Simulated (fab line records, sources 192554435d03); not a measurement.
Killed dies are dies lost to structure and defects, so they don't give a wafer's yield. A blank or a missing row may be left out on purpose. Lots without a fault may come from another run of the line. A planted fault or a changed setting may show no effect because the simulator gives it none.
Which tool did it? | flow n5_finfet | 11 lots, 32 wafers sampled, at 1 step of a route of 1938

WHAT THE GAUGES READ, wafer by wafer
N5_BEOL_M6_INSPECT_58: inspects for defects (darkfield).
lot  | measured     | on                | raw_defect_count
L121 | day 14 22:10 | defect_inspect-02 | 45 54 43
L117 | day 16 08:19 | defect_inspect-02 | 71 111 91
L122 | day 16 13:07 | defect_inspect-02 | 49 83 54
L123 | day 16 22:44 | defect_inspect-02 | 74 49 48
L126 | day 17 21:46 | defect_inspect-01 | 47 69 54
L124 | day 18 05:23 | defect_inspect-01 | 63 47 92
L125 | day 18 14:35 | defect_inspect-01 | 87 84 66
L131 | day 19 01:32 | defect_inspect-01 | 76 70 51
L135 | day 20 01:08 | defect_inspect-02 | 40 63 56
L136 | day 20 03:25 | defect_inspect-01 | 84 66
L139 | day 21 05:08 | defect_inspect-01 | 117 92 91

WHICH TOOL RAN EACH LOT (tool, then ch and the chambers of the sampled wafers, then the start)
The record holds no process step before these readings.

WHAT THE TOOLS THEMSELVES READ (means of the sampled wafers that have a number; where no wafer has one, the mark that the record gives instead)
The record holds no such reading with a usual standard deviation.

THE ANSWER, worked out from the rows above alone
Rule: what is usual is taken from the lots themselves. Put in order of their means at a reading, lots are off if they are a third of the lots or fewer, leave a main group of 4 or more, and stand apart from it by a gap of 3 or more times the standard deviation of the main group's means; of several such gaps the widest counts. A main group whose means are all the same, to the digits that the tables above print for the reading, isn't used. A lot without any number at a reading at which 4 lots or more have one is off too. The other lots that the step has rows for count as sound. The gauges are gone through in route order, then the tools' own readings, and for those a lot's mean is taken as printed above. The first step at which some lot is off is used, and at that step the reading that is off furthest; a lot without a number counts as furthest.
No lot is off at any reading shown: from this, nothing can be told.

WHAT THE SIMULATOR HAD PUT IN
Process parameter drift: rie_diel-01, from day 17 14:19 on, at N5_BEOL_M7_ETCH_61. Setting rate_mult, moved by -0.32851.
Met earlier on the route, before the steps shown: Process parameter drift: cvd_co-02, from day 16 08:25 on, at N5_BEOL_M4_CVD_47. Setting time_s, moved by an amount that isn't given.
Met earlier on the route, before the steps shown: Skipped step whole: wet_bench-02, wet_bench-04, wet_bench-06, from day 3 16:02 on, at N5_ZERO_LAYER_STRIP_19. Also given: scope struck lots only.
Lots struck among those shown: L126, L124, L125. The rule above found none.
